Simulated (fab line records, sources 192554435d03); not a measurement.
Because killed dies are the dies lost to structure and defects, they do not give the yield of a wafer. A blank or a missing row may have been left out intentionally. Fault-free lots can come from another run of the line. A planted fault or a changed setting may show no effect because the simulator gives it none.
Which tool is to blame? ; flow n5Finfet ; 24 lots, 72 wafers sampled, at 5 steps of a route of 1938

WHAT EACH GAUGE READ, for each wafer
N5_BEOL_M7_OVL_MEAS_29. Usual: V6_OVL typically reads 0.4 nm, with standard deviation 0.84.
lot;measured;on;V6_OVL (nm);flag
L074;day 8 16:59;overlay-02;-0.8 -0.6 -0.7;
L076;day 8 22:35;overlay-02;0.9 -0.5 -1.0;
L075;day 9 02:07;overlay-02;0.7 0.9 0.5;
L077;day 10 01:29;overlay-01;1.3 -1.3 -0.3;
L079;day 10 06:42;overlay-01;0.7 0.9 0.8;
L078;day 10 08:35;overlay-02;0.1 0.1 -0.6;
L081;day 10 10:35;overlay-02;-1.1 -0.1 1.0;
L080;day 10 12:43;overlay-02;1.0 -0.2 0.8;
L082;day 10 15:08;overlay-02;0.5 -0.7 1.2;
L083;day 11 02:20;overlay-01;1.1 -0.9 0.5;
L084;day 11 03:13;overlay-01;0.9 1.3 0.5;
L085;day 11 16:52;overlay-01;1.1 1.3 1.4;
L086;day 12 01:49;overlay-02;-0.4 -0.2 -0.2;
L088;day 12 05:28;overlay-02;1.4 -0.1 -0.3;
L087;day 12 08:10;overlay-01;-0.2 -0.1 0.2;
L089;day 12 21:46;overlay-02;-0.8 -0.8 -0.7;
L091;day 13 05:02;overlay-02;0.7 0.2 -0.2;
L092;day 13 05:12;overlay-01;-1.2 0.8 1.7;
L090;day 13 05:22;overlay-01;1.1 -0.3 0.0;
L093;day 13 12:44;overlay-01;-0.8 0.0 -1.4;
L094;day 13 19:39;overlay-02;0.1 0.8 0.6;
L095;day 14 00:46;overlay-02;1.7 0.6 0.4;
L097;day 14 21:35;overlay-02;1.6 1.2 1.7;
L096;day 14 21:48;overlay-02;-0.3 -0.3 0.1;

N5_BEOL_M7_INSPECT_58: inspects for defects (darkfield). Usual: 69 for rawDefectCount, sd 26.
lot;measured;on;rawDefectCount;flag
L074;day 8 19:41;defectInspect-01;20 79 66;
L076;day 9 01:53;defectInspect-01;101 120 131;
L075;day 9 05:13;defectInspect-01;64 66 126;
L077;day 10 05:41;defectInspect-01;155 94 98;
L079;day 10 10:22;defectInspect-02;62 42 45;
L078;day 10 15:46;defectInspect-02;53 66 42;
L081;day 10 14:10;defectInspect-02;58 32 66;
L080;day 10 16:46;defectInspect-02;55 68 51;
L082;day 10 18:01;defectInspect-02;80 68 63;
L083;day 11 07:06;defectInspect-02;65 63 57;
L084;day 11 07:57;defectInspect-02;69 65 50;
L085;day 11 21:29;defectInspect-01;75 59 47;
L086;day 12 06:13;defectInspect-01;51 48 48;
L088;day 12 10:10;defectInspect-01;80 64 40;
L087;day 12 11:18;defectInspect-01;88 81 127;
L089;day 13 02:28;defectInspect-02;72 56 80;
L091;day 13 08:11;defectInspect-02;68 51 69;
L092;day 13 08:23;defectInspect-01;72 67 57;
L090;day 13 09:03;defectInspect-01;80 45 56;
L093;day 13 15:46;defectInspect-02;70 67 76;
L094;day 13 23:14;defectInspect-01;75 63 58;
L095;day 14 04:11;defectInspect-02;67 96 86;
L097;day 15 01:05;defectInspect-01;104 117 100;
L096;day 15 01:37;defectInspect-01;57 44 35;

TOOL THAT RAN EACH LOT (tool first, then ch and the chambers of the sampled wafers, then the start)
lot;N5_BEOL_M7_VIA_ETCH_34;N5_BEOL_M7_SURFACE_TREAT_79;N5_BEOL_M7_SPUTTER_48
L074;rieDiel-01 ch 1,3, day 8 17:16;pvdSputter-03, day 8 18:31;pvdSputter-02, day 8 18:43
L076;rieDiel-02 ch 1,2,3, day 8 22:52;pvdSputter-02, day 9 00:30;pvdSputter-01, day 9 00:50
L075;rieDiel-02 ch 1,2, day 9 02:23;pvdSputter-01, day 9 03:47;pvdSputter-03, day 9 04:01
L077;rieDiel-04 ch 0,1, day 10 01:44;pvdSputter-03, day 10 04:29;pvdSputter-01, day 10 04:41
L079;rieDiel-01 ch 0,3, day 10 07:02;pvdSputter-01, day 10 08:27;pvdSputter-02, day 10 08:51
L078;rieDiel-04 ch 2,3, day 10 09:06;pvdSputter-03, day 10 11:20;pvdSputter-03, day 10 11:41
L081;rieDiel-04 ch 1,2,3, day 10 10:51;pvdSputter-02, day 10 12:14;pvdSputter-01, day 10 12:55
L080;rieDiel-04 ch 1,2,3, day 10 13:10;pvdSputter-02, day 10 15:37;pvdSputter-02, day 10 15:49
L082;rieDiel-01 ch 0,1,2, day 10 15:24;pvdSputter-01, day 10 16:43;pvdSputter-02, day 10 16:54
L083;rieDiel-01 ch 0,1,3, day 11 02:50;pvdSputter-02, day 11 05:41;pvdSputter-01, day 11 06:07
L084;rieDiel-04 ch 0,1,2, day 11 03:29;pvdSputter-01, day 11 06:44;pvdSputter-03, day 11 06:58
L085;rieDiel-01 ch 0,2,3, day 11 17:27;pvdSputter-03, day 11 19:32;pvdSputter-01, day 11 19:59
L086;rieDiel-01 ch 0,2,3, day 12 02:08;pvdSputter-01, day 12 03:57;pvdSputter-02, day 12 05:15
L088;rieDiel-04 ch 0,2,3, day 12 06:22;pvdSputter-03, day 12 09:01;pvdSputter-03, day 12 09:13
L087;rieDiel-01 ch 1,2, day 12 08:26;pvdSputter-03, day 12 10:04;pvdSputter-03, day 12 10:20
L089;rieDiel-02 ch 1,2, day 12 22:02;pvdSputter-03, day 12 23:58;pvdSputter-01, day 13 01:16
L091;rieDiel-04 ch 0,1,3, day 13 05:19;pvdSputter-03, day 13 06:58;pvdSputter-02, day 13 07:08
L092;rieDiel-02 ch 0,1,2, day 13 05:30;pvdSputter-03, day 13 07:07;pvdSputter-02, day 13 07:22
L090;rieDiel-04 ch 0,2,3, day 13 05:53;pvdSputter-02, day 13 07:46;pvdSputter-02, day 13 07:58
L093;rieDiel-01 ch 1,2, day 13 13:02;pvdSputter-03, day 13 14:17;pvdSputter-03, day 13 14:31
L094;rieDiel-04 ch 0,2, day 13 19:55;pvdSputter-03, day 13 22:05;pvdSputter-03, day 13 22:16
L095;rieDiel-02 ch 0,1,3, day 14 01:14;pvdSputter-03, day 14 02:59;pvdSputter-03, day 14 03:13
L097;rieDiel-04 ch 2,3, day 14 21:52;pvdSputter-03, day 14 23:04;pvdSputter-02, day 15 00:01
L096;rieDiel-02 ch 0,3, day 14 22:14;pvdSputter-02, day 15 00:08;pvdSputter-02, day 15 00:37
- N5_BEOL_M7_VIA_ETCH_34: etches SiCOH lowk in C4F6/O2, target depth 125.5 nm, time 50.5 s.
- N5_BEOL_M7_SURFACE_TREAT_79
- N5_BEOL_M7_SPUTTER_48: material Cu, target thk 10 nm, time 1.667 s.

AS READ BY THE TOOLS THEMSELVES (means over the sampled wafers that have a number; for cases with no such wafer, the mark the record gives instead)
N5_BEOL_M7_VIA_ETCH_34. Usual: O2_flow_sccm 9.995 sccm, standard deviation 0.029; drypumpMotorCurrentA 5.4 A, standard deviation 0.44; oes_ar_750_au 0.81 a.u., standard deviation 0.097; oes_f_703_au 0.82 a.u., standard deviation 0.1; oesProductAu 0.81 a.u., standard deviation 0.1; rfVppV 661 V, standard deviation 9.9; showerheadPlenumPTorr 2.86 Torr, standard deviation 0.1; throttleValvePct 20.82 %, standard deviation 0.25.
lot;tool;O2_flow_sccm (sccm);drypumpMotorCurrentA (A);oes_ar_750_au (a.u.);oes_f_703_au (a.u.);oesProductAu (a.u.);rfVppV (V);showerheadPlenumPTorr (Torr);throttleValvePct (%);flag
L074;rieDiel-01;10.026;5.9;0.90;0.91;0.91;665;2.85;20.52;
L076;rieDiel-02;9.994;5.2;0.77;0.76;0.77;665;2.86;20.95;
L075;rieDiel-02;10.000;5.4;0.73;0.72;0.73;665;2.92;21.01;
L077;rieDiel-04;9.972;5.3;0.93;0.93;0.93;665;2.83;20.60;
L079;rieDiel-01;10.028;5.6;0.74;0.76;0.74;652;2.95;20.84;
L078;rieDiel-04;9.981;5.5;0.75;0.76;0.75;662;2.79;21.03;
L081;rieDiel-04;9.978;5.2;0.84;0.85;0.85;663;2.87;20.81;
L080;rieDiel-04;10.000;5.3;0.84;0.85;0.84;663;2.87;20.82;
L082;rieDiel-01;9.993;5.6;0.83;0.85;0.83;665;2.87;20.78;
L083;rieDiel-01;9.981;5.7;0.82;0.84;0.82;662;2.90;20.70;
L084;rieDiel-04;10.000;5.1;0.90;0.90;0.90;664;2.90;20.66;
L085;rieDiel-01;9.978;5.5;0.74;0.75;0.74;655;2.91;20.94;
L086;rieDiel-01;9.985;5.5;0.74;0.75;0.72;655;2.91;20.95;
L088;rieDiel-04;10.010;5.3;0.81;0.82;0.80;664;2.82;20.90;
L087;rieDiel-01;10.009;5.6;0.78;0.79;0.78;660;2.82;20.88;
L089;rieDiel-02;9.989;5.3;0.69;0.68;0.69;673;2.86;20.97;
L091;rieDiel-04;10.008;5.5;0.82;0.82;0.82;665;2.78;20.79;
L092;rieDiel-02;9.967;5.7;0.77;0.77;0.76;658;2.89;20.78;
L090;rieDiel-04;9.993;5.4;0.80;0.81;0.80;663;2.82;20.91;
L093;rieDiel-01;9.954;5.8;0.84;0.86;0.85;666;2.80;20.66;
L094;rieDiel-04;10.026;5.2;0.86;0.86;0.86;666;2.85;20.76;
L095;rieDiel-02;9.978;5.7;0.81;0.81;0.80;651;2.87;20.83;
L097;rieDiel-04;10.002;5.5;0.90;0.90;0.92;670;3.01;20.86;
L096;rieDiel-02;10.024;6.0;0.86;0.86;0.85;644;2.85;20.59;

N5_BEOL_M7_SPUTTER_48. Usual: chuckGasFlowSccm 1.27 sccm, standard deviation 0.058; chuckSensorTempC -15.9 C, standard deviation 0.5; throttleValvePct 30.2 %, standard deviation 1.1.
lot;tool;chuckGasFlowSccm (sccm);chuckSensorTempC (C);throttleValvePct (%);flag
L074;pvdSputter-02;1.24;-16.1;29.8;
L076;pvdSputter-01;1.26;-15.9;30.8;
L075;pvdSputter-03;1.30;-16.0;30.1;
L077;pvdSputter-01;1.26;-16.3;30.0;
L079;pvdSputter-02;1.25;-15.7;30.3;
L078;pvdSputter-03;1.32;-16.2;29.7;
L081;pvdSputter-01;1.25;-16.2;30.6;
L080;pvdSputter-02;1.28;-15.8;30.3;
L082;pvdSputter-02;1.27;-15.5;29.9;
L083;pvdSputter-01;1.20;-15.7;30.6;
L084;pvdSputter-03;1.33;-15.9;30.2;
L085;pvdSputter-01;1.27;-15.7;31.1;
L086;pvdSputter-02;1.29;-16.1;30.7;
L088;pvdSputter-03;1.31;-15.8;30.3;
L087;pvdSputter-03;1.27;-16.0;29.0;
L089;pvdSputter-01;1.28;-15.9;30.2;
L091;pvdSputter-02;1.27;-15.8;30.2;
L092;pvdSputter-02;1.27;-15.8;30.2;
L090;pvdSputter-02;1.23;-16.2;29.8;
L093;pvdSputter-03;1.25;-16.3;29.8;
L094;pvdSputter-03;1.28;-16.1;29.6;
L095;pvdSputter-03;1.33;-16.3;29.7;
L097;pvdSputter-02;1.23;-15.6;30.7;
L096;pvdSputter-02;1.31;-15.8;29.3;

THE ANSWER, worked out from the rows above alone
Rule: a lot is off if the mean of its wafers that have a number lies more than 3 standard deviations from the usual mean. Also off: a lot with no number at a reading for which 4 or more lots have one. Where the step has rows for the other lots, those lots are counted as sound. The gauges are gone through in route order, then the tools' own readings, and for those a lot's mean is taken as printed above. The first step at which some lot is off is used, and at that step the reading that is off furthest; a lot without a number counts as furthest.
Across all readings shown, no lot is off: no conclusion can be drawn from this.

WHAT THE SIMULATOR HAD PUT IN
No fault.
